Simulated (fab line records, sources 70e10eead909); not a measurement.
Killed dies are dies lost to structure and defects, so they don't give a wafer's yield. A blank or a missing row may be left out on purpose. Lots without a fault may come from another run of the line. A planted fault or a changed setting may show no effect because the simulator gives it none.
fab line records | flow nand_harc
record lots=7 wafers=21 last_day=23
route steps=1159 shown A_ZERO_WELL@403 A_SOURCE_PLATE@413
lots that met no fault: from a run of the same line without faults
start_h: hours from the record's first day to the start of the lot's first wafer shown | wait_h: hours since the lot's step before | " the same as in the row above | L1.1+2: a row that stands for several wafers | - no value, or no start given | * or withheld: withheld | < > ~ a bound
route shown NAME@n: a module of which the file shows steps, and the number in the route of the first | usual: mean/standard deviation of fault-free wafers | same: alike in all rows | chamber/n: place in a boat | sites: the reading at each site | _std_site: their standard deviation | _edge_site: outer sites' mean less inner sites' | radius_mm: how far each site lies from the wafer's centre | mask NAME#n: copy n | behind: the tool/chamber that last shaped the wafer | hold: why the lot was held/for how many hours/how that ended | device: the transistor (n, p or np) that didn't switch | end of line: the same wafers' tests at the end of the route | a step without rows: its recipe alone | killed: dies lost to structure and defects at the first sort, not the wafer's yield | map: a wafer's dies, x killed, . not, _ none there
set.NAME: the setting as run; set.NAME@STEP: as run at that earlier step | model.NAME: the simulator's own value behind a step, which no gauge read
lots at some steps of the route; a table a step, a row a wafer
services: from which hour (start_h, from the record's first day; less than 0 if before it) a tool's chamber was out of use, for how many hours, and why
## steps
# step NHARC_A_ZERO_WELL_DESCUM_12
# recipe time_s=3 o2_flow_sccm=200 ar_flow_sccm=0 bias_power_w=0 chemistry=O2
# usual drypump_motor_current_A=5.8/0.38 oes_product_au=1.002/0.011 rf_vpp_V=58.0/0.93 showerhead_plenum_p_Torr=1.95/0.079 throttle_valve_pct=11.312/0.009
# columns lot.wafer tool chamber start_h wait_h drypump_motor_current_A oes_product_au rf_hours_counter_h rf_vpp_V showerhead_plenum_p_Torr throttle_valve_pct
L363.3 rie_diel-06 1 152.33 - 5.9 1.011 6 57.2 1.80 11.311
L363.1 " 3 " " 5.6 0.995 6 58.8 2.02 11.326
L363.5 " 0 " " 6.5 1.001 - 57.9 1.96 11.315
L369.3 rie_diel-03 1 181.59 - 5.4 1.018 17 58.9 2.03 11.319
L369.1 " 0 " " 6.0 1.033 18 57.9 1.87 11.309
L369.6 " 2 " " 5.3 1.000 - 59.3 1.96 11.320
L371.3 rie_diel-05 3 185.41 - 6.1 1.006 1 57.0 1.92 11.317
L371.4 " 2 " " 5.2 0.996 1 59.3 2.01 11.326
L371.6 " 0 " " 5.5 0.996 - 57.3 1.95 11.320
L374.1 rie_diel-03 1 214.83 - 5.4 1.012 20 58.5 2.03 11.319
L374.5 " 0 " " 6.0 1.031 - 59.7 1.87 11.314
L374.6 " 1 " " 5.4 1.018 - 59.1 2.03 11.305
L376.3 rie_diel-06 2 226.34 - 5.8 0.997 9 58.4 1.87 11.306
L376.1 " 3 " " 5.6 1.000 14 57.9 2.02 11.313
L376.6 " 1 " " 5.9 1.009 - 57.4 1.80 11.322
L377.3 rie_diel-06 0 232.12 - 6.5 1.005 12 56.9 1.96 11.315
L377.1 " 3 " " 5.7 1.004 14 58.1 2.02 11.300
L377.6 " 0 " " 6.5 1.001 - 57.1 1.96 11.311
L379.2 rie_diel-03 0 242.46 - 6.0 1.024 1 57.6 1.87 11.305
L379.4 " 1 " " 5.4 1.009 2 58.3 2.03 11.295
L379.6 " 2 " " 5.3 1.009 - 56.1 1.96 11.308
# step NHARC_A_ZERO_WELL_ETCH_19
# recipe target_depth_a=800 overetch_a=240 time_s=87.88 ion_energy_ev=200 n2_flow_sccm=150 h2_flow_sccm=150 ar_flow_sccm=0 rf_w=400 bias_w=150 chemistry=N2/H2
# usual drypump_motor_current_A=5.8/0.36 oes_product_au=1.002/0.011 rf_vpp_V=431.4/2.6 showerhead_plenum_p_Torr=2.08/0.086 throttle_valve_pct=14.170/0.0089
# columns lot.wafer tool chamber start_h wait_h drypump_motor_current_A oes_product_au rf_hours_counter_h rf_vpp_V showerhead_plenum_p_Torr throttle_valve_pct
L363.1 rie_diel-06 0 152.41 0.1 6.5 0.999 7 431.5 2.09 14.177
L363.3 " 2 " " 5.7 0.987 6 427.2 1.99 14.155
L363.5 " 0 " " 6.5 1.001 - 430.7 2.09 14.159
L369.1 rie_diel-03 3 181.68 0.1 5.9 1.000 15 436.2 2.20 14.182
L369.3 " 2 " " 5.3 1.000 15 433.0 2.09 14.177
L369.6 " 3 " " 5.9 0.996 - 435.6 2.20 14.170
L371.3 rie_diel-05 3 185.50 0.1 6.1 1.010 1 429.3 2.05 14.169
L371.4 " 1 " " 5.5 1.007 1 432.7 2.14 14.182
L371.6 " 2 " " 5.2 1.003 - 433.2 2.15 14.173
L374.1 rie_diel-03 2 214.91 0.1 5.3 0.988 18 433.3 2.09 14.167
L374.6 " 2 " " 5.3 1.001 - 431.3 2.09 14.182
L374.5 " 3 " " 5.9 1.010 - 433.7 2.20 14.176
L376.1 rie_diel-06 3 226.42 0.1 5.7 1.005 14 433.6 2.15 14.168
L376.3 " 0 " " 6.5 0.995 12 431.7 2.09 14.151
L376.6 " 2 " " 5.7 0.971 - 428.7 1.99 14.161
L377.1 rie_diel-06 3 232.21 0.1 5.6 1.004 14 433.2 2.15 14.174
L377.3 " 1 " " 5.9 1.001 12 425.9 1.92 14.178
L377.6 " 2 " " 5.7 0.970 - 429.5 1.99 14.168
L379.2 rie_diel-03 1 242.52 0.1 5.4 1.006 2 434.0 2.17 14.186
L379.4 " 0 " " 6.0 1.006 2 428.2 1.99 14.153
L379.6 " 1 " " 5.4 1.014 - 433.0 2.17 14.178
# step NHARC_A_ZERO_WELL_ETCH_13
# recipe target_depth_a=1200 time_s=40.1 hbr_flow_sccm=150 cl2_flow_sccm=50 rf_w=400 icp_w=400 bias_w=100 chemistry=HBr/Cl2
# usual drypump_motor_current_A=5.8/0.41 hbr_flow_sccm=150.0/0.51 oes_product_au=1.001/0.01 throttle_valve_pct=26.407/0.0084
# columns lot.wafer tool chamber start_h wait_h drypump_motor_current_A hbr_flow_sccm oes_product_au rf_hours_counter_h throttle_valve_pct
L363.1 rie_si-01 2 152.53 - 6.8 149.9 1.003 0.2 26.407
L363.3 " 1 " " 5.0 150.5 1.002 0.1 26.412
L363.5 " 2 " " 6.8 150.2 1.008 - 26.409
L369.3 rie_si-03 0 181.80 - 6.0 150.7 1.009 0.1 26.401
L369.1 " 3 " " 5.7 149.3 1.003 0.1 26.411
L369.6 " 1 " " 5.4 149.5 0.991 - 26.401
L371.4 rie_si-03 3 185.62 - 5.8 150.1 0.985 0.2 26.406
L371.3 " 1 " " 5.4 150.3 0.988 0.2 26.404
L371.6 " 2 " " 5.8 149.9 0.991 - 26.422
L374.1 rie_si-01 1 215.05 - 5.0 150.1 1.005 0.5 26.396
L374.6 " 3 " " 5.8 150.0 1.025 - 26.412
L374.5 " 0 " " 5.6 150.8 1.016 - 26.402
L376.3 rie_si-03 2 226.52 - 5.8 150.3 0.997 0.3 26.406
L376.1 " 3 " " 5.8 150.5 1.003 0.6 26.397
L376.6 " 2 " " 5.8 150.2 0.992 - 26.399
L377.3 rie_si-03 2 232.33 - 5.8 149.9 0.995 0.4 26.386
L377.1 " 0 " " 6.1 149.5 1.008 0.6 26.405
L377.6 " 2 " " 5.8 149.7 0.998 - 26.412
L379.2 rie_si-04 3 242.67 - 6.5 150.6 1.002 0.6 26.403
L379.4 " 0 " " 5.6 149.0 0.996 1.0 26.416
L379.6 " 2 " " 6.0 149.4 1.009 - 26.419
# step NHARC_A_ZERO_WELL_STRIP_14
# recipe time_s=900 temp_c=130 chemistry=SPM
# step NHARC_A_ZERO_WELL_IMPLANT_15
# recipe energy_kev=150 dose_cm2=1e+13 tilt_deg=7
# step NHARC_A_ZERO_WELL_PRECLEAN_22
# recipe time_s=60 temp_c=50 bath_age_min=0 chemistry=SC1
# step NHARC_A_ZERO_WELL_SRD_23
# step NHARC_A_ZERO_WELL_RTA_16
# recipe temp_c=1000 time_s=10
# usual anneal_temp_c_max=1004.1/0.94 lamp_power_pct=27.4/1 lamp_zone_5_pct=27.5/1 wafer_temp_C_max=1006.9/2.2
# columns lot.wafer tool chamber start_h wait_h anneal_temp_c_max lamp_power_pct lamp_zone_5_pct wafer_temp_C_max
L363.1 rtp_anneal-01 0 153.44 - 1004.8 26.7 26.7 1007.6
L363.3 " 0 " " 1002.9 26.7 26.6 1011.6
L363.5 " 0 " " 1005.0 26.6 26.6 1007.4
L369.1 rtp_anneal-01 0 182.82 - 1004.6 26.7 26.7 1007.0
L369.3 " 0 " " 1003.4 26.7 26.6 1008.9
L369.6 " 0 " " 1005.0 26.7 26.7 1007.9
L371.3 rtp_anneal-02 0 186.57 - 1004.6 28.9 28.9 1003.8
L371.4 " 0 " " 1004.4 28.8 28.8 1003.7
L371.6 " 0 " " 1003.0 28.8 28.8 1004.6
L374.1 rtp_anneal-01 0 215.94 - 1004.0 26.6 26.7 1010.1
L374.5 " 0 " " 1003.7 26.6 26.6 1007.6
L374.6 " 0 " " 1003.3 26.7 26.6 1006.8
L376.1 rtp_anneal-02 0 227.52 - 1002.8 28.8 28.9 1003.5
L376.3 " 0 " " 1002.4 28.8 28.8 1005.1
L376.6 " 0 " " 1002.3 28.8 28.8 1006.4
L377.1 rtp_anneal-01 0 233.23 - 1005.6 26.7 26.7 1008.2
L377.3 " 0 " " 1004.0 26.7 26.7 1009.4
L377.6 " 0 " " 1007.4 26.7 26.6 1009.4
L379.2 rtp_anneal-01 0 243.57 - 1003.8 26.7 26.7 1008.1
L379.4 " 0 " " 1004.5 26.7 26.7 1005.9
L379.6 " 0 " " 1003.5 26.7 26.6 1007.2
# step NHARC_A_ZERO_WELL_INSPECT_17
# usual raw_defect_count=10/5.9
# columns lot.wafer tool chamber start_h wait_h raw_defect_count
L363.1 defect_inspect-01 - 153.63 0.2 9
L363.3 " - " " 20
L363.5 " - " " 24
L369.1 defect_inspect-01 - 183.01 0.2 10
L369.3 " - " " 8
L369.6 " - " " 11
L371.3 defect_inspect-02 - 186.71 0.1 5
L371.4 " - " " 4
L371.6 " - " " 11
L374.1 defect_inspect-01 - 216.16 0.2 11
L374.5 " - " " 12
L374.6 " - " " 15
L376.1 defect_inspect-02 - 227.71 0.2 10
L376.3 " - " " 9
L376.6 " - " " 9
L377.1 defect_inspect-02 - 233.42 0.2 11
L377.3 " - " " 11
L377.6 " - " " 11
L379.2 defect_inspect-02 - 243.74 0.1 16
L379.4 " - " " 21
L379.6 " - " " 14
# step NHARC_A_SOURCE_PLATE_PRECLEAN_00
# recipe time_s=60 chemistry=HF-LAST
# step NHARC_A_SOURCE_PLATE_SRD_01
# step NHARC_A_SOURCE_PLATE_OXIDE_02
# recipe target_thk_a=100 temp_c=900 ox_time_s=1362 material=SiO2
# usual ox_temp_c=899.9/0.39 ox_time_s=1362/0 zone_power_upper_pct=16.5/0.37
# columns lot.wafer tool chamber start_h wait_h ox_temp_c ox_time_s zone_power_upper_pct
L363.1 furnace-05 - 156.48 - - - -
L363.3 " - " " - - -
L363.5 " - " " - - -
L363.1 furnace-05 0 160.47 0.3 899.8 1362 16.5
L363.3 " 0 " " 900.1 1362 16.6
L363.5 " 0 " " 900.4 1362 16.8
L369.1 furnace-05 0 185.95 - 900.1 1362 16.6
L369.3 " 0 " " 900.0 1362 16.8
L369.6 " 0 " " 900.1 1362 16.6
L371.3 furnace-05 0 189.66 - 900.1 1362 16.6
L371.4 " 0 " " 899.6 1362 16.8
L371.6 " 0 " " 900.3 1362 16.5
L371.3 furnace-07 0 195.15 1.7 900.4 1362 16.2
L371.4 " 0 " " 900.1 1362 16.5
L371.6 " 0 " " 900.3 1362 16.4
L374.1 furnace-05 - 217.84 - - - -
L374.5 " - " " - - -
L374.6 " - " " - - -
L374.1 furnace-05 0 221.80 0.3 899.6 1362 16.6
L374.5 " 0 " " 899.8 1362 16.6
L374.6 " 0 " " 899.8 1362 16.6
L376.1 furnace-05 0 231.07 - 899.7 1362 16.8
L376.3 " 0 " " 899.4 1362 16.6
L376.6 " 0 " " 899.2 1362 16.8
L377.1 furnace-05 0 236.78 - 899.6 1362 16.6
L377.3 " 0 " " 899.8 1362 16.5
L377.6 " 0 " " 899.6 1362 16.4
L379.2 furnace-05 0 247.10 - 900.1 1362 16.5
L379.4 " 0 " " 899.3 1362 16.7
L379.6 " 0 " " 900.0 1362 16.7
# step NHARC_A_SOURCE_PLATE_THK_MEAS_09
# recipe thk_meas_gauge=ellipsometry
# usual thk_nm=9.9/0.94
# columns lot.wafer tool chamber start_h wait_h thk_nm
L363.1 film_metro-02 - 164.92 0.7 16.1
L363.3 " - " " 16.8
L363.5 " - " " 16.4
L369.1 film_metro-02 - 190.02 0.4 10.8
L369.3 " - " " 12.2
L369.6 " - " " 9.8
L371.3 film_metro-01 - 199.61 0.7 15.7
L371.4 " - " " 17.1
L371.6 " - " " 15.7
L374.1 film_metro-02 - 226.19 0.7 16.1
L374.5 " - " " 14.8
L374.6 " - " " 16.7
L376.1 film_metro-02 - 235.12 0.4 10.6
L376.3 " - " " 9.8
L376.6 " - " " 9.7
L377.1 film_metro-02 - 240.79 0.4 10.6
L377.3 " - " " 9.3
L377.6 " - " " 10.3
L379.2 film_metro-02 - 251.17 0.4 11.1
L379.4 " - " " 10.7
L379.6 " - " " 10.0
# step NHARC_A_SOURCE_PLATE_PVD_04
# recipe target_thk_a=500 material=WSi2
## services
# columns tool chamber start_h hours kind
rie_diel-06 0 131.18 1.4 repair
rie_diel-05 3 139.54 5.4 repair
rie_diel-03 - 144.21 0.9 repair
rie_diel-06 0 146.70 - clean
rie_diel-06 1 146.70 - clean
rie_diel-06 2 146.70 - clean
rie_diel-06 3 146.70 - clean
rie_si-04 3 147.76 51.3 repair
rie_diel-03 2 150.93 3.6 repair
rie_si-03 - 155.00 9.0 pm
rie_diel-06 2 163.06 29.0 repair
rie_diel-05 - 163.65 9.0 pm
rie_diel-03 0 169.38 - clean
rie_diel-03 1 169.38 - clean
rie_diel-03 2 169.38 - clean
rie_diel-03 3 169.38 - clean
rie_diel-06 0 171.20 - clean
rie_diel-06 0 173.29 8.7 repair
rie_si-03 2 195.91 26.1 repair
rie_si-04 3 207.03 1.3 repair
rie_diel-05 1 207.39 11.3 repair
rie_diel-03 - 215.30 9.0 pm
rie_si-04 1 233.59 5.3 repair
rie_diel-06 - 241.20 9.0 pm
## key
first_sign step=NHARC_A_SOURCE_PLATE_OXIDE_02 reading=visit direction=added
effect step=NHARC_A_SOURCE_PLATE_OXIDE_02 reading=tool_record direction=missing
effect step=NHARC_A_SOURCE_PLATE_THK_MEAS_09 reading=thk_nm direction=up sigmas=6.7 usual=9.9 struck=16.2
met_at NHARC_A_SOURCE_PLATE_OXIDE_02
struck_wafers L363.1,L363.3,L363.5,L371.3,L371.4,L371.6,L374.1,L374.5,L374.6
rows_end L371.3,L371.4,L371.6
tester_left_out L363,L374
fault kind=repeated_step_whole tool=furnace-05,furnace-08 chamber=- onset_h=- steps=NHARC_A_SOURCE_PLATE_OXIDE_02 times=1 scope=struck_lots_only
# tester_left_out: of these lots the tester's yield and bins aren't shown, on N5 and GAA mostly nor the transistor test; their killed dies are dies lost to structure and defects alone, not to doping, threshold or leakage, so they don't give the yield
# rows_end: these wafers met a further fault down the route, and their rows from its step on are left out
